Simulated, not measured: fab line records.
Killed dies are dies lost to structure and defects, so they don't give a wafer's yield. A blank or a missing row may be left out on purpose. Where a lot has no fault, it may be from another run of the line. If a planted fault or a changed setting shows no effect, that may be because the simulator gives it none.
Chamber matching || flow nand-harc || NHARC_P_M0_STRIP_18 on rie-diel-09 has 4 sister chambers
The step strips in N2/H2. 8 wafers are shown with their chamber, then 7 later ones without.

== WAFERS, EACH WITH ITS CHAMBER ==
{"wafer": "L367.1", "chamber": 1, "drypump-motor-current-A (A)": 6.5, "oes-product-au (a.u.)": 0.999}
{"wafer": "L371.3", "chamber": 0, "drypump-motor-current-A (A)": 6.1, "oes-product-au (a.u.)": 1.009}
{"wafer": "L374.2", "chamber": 2, "drypump-motor-current-A (A)": 5.7, "oes-product-au (a.u.)": 0.992}
{"wafer": "L374.3", "chamber": 1, "drypump-motor-current-A (A)": 6.5, "oes-product-au (a.u.)": 0.992}
{"wafer": "L381.5", "chamber": 3, "drypump-motor-current-A (A)": 5.9, "oes-product-au (a.u.)": 0.983}
{"wafer": "L381.6", "chamber": 0, "drypump-motor-current-A (A)": 6.2, "oes-product-au (a.u.)": 1.014}
{"wafer": "L386.2", "chamber": 2, "drypump-motor-current-A (A)": 5.7, "oes-product-au (a.u.)": 0.996}
{"wafer": "L386.3", "chamber": 3, "drypump-motor-current-A (A)": 5.9, "oes-product-au (a.u.)": 0.995}

== WAFERS WITH NO CHAMBER GIVEN ==
{"wafer": "L386.6", "drypump-motor-current-A (A)": 6.2, "oes-product-au (a.u.)": 1.020}
{"wafer": "L388.2", "drypump-motor-current-A (A)": 6.5, "oes-product-au (a.u.)": 0.981}
{"wafer": "L388.4", "drypump-motor-current-A (A)": 5.7, "oes-product-au (a.u.)": 0.989}
{"wafer": "L388.6", "drypump-motor-current-A (A)": 6.2, "oes-product-au (a.u.)": 1.014}
{"wafer": "L387.2", "drypump-motor-current-A (A)": 6.5, "oes-product-au (a.u.)": 0.996}
{"wafer": "L387.3", "drypump-motor-current-A (A)": 5.7, "oes-product-au (a.u.)": 0.995}
{"wafer": "L387.6", "drypump-motor-current-A (A)": 6.2, "oes-product-au (a.u.)": 1.010}

== EACH ONE'S CHAMBER ==
{"wafer": "L386.6", "from the rows above": 0, "in truth": 0}
{"wafer": "L388.2", "from the rows above": 1, "in truth": 1}
{"wafer": "L388.4", "from the rows above": 2, "in truth": 2}
{"wafer": "L388.6", "from the rows above": 0, "in truth": 0}
{"wafer": "L387.2", "from the rows above": 1, "in truth": 1}
{"wafer": "L387.3", "from the rows above": 2, "in truth": 2}
{"wafer": "L387.6", "from the rows above": 0, "in truth": 0}
7 of 7 placed correctly. Not placeable from these rows: 0. Wrongly placed: 0.
How it was worked out, from the rows above alone: a wafer's distance from a chamber is the root of the sum, over the readings, of the square of ((its reading less the chamber's mean) divided by the reading's scatter). If the next closest chamber is less than 2 further off than the closest, the wafer can't be placed; otherwise it belongs to the closest. A chamber's mean is the mean of its shown wafers. The scatter: take each reading less its chamber's mean, square it, sum over the shown wafers, divide by the number of wafers less the number of chambers, and take the root.
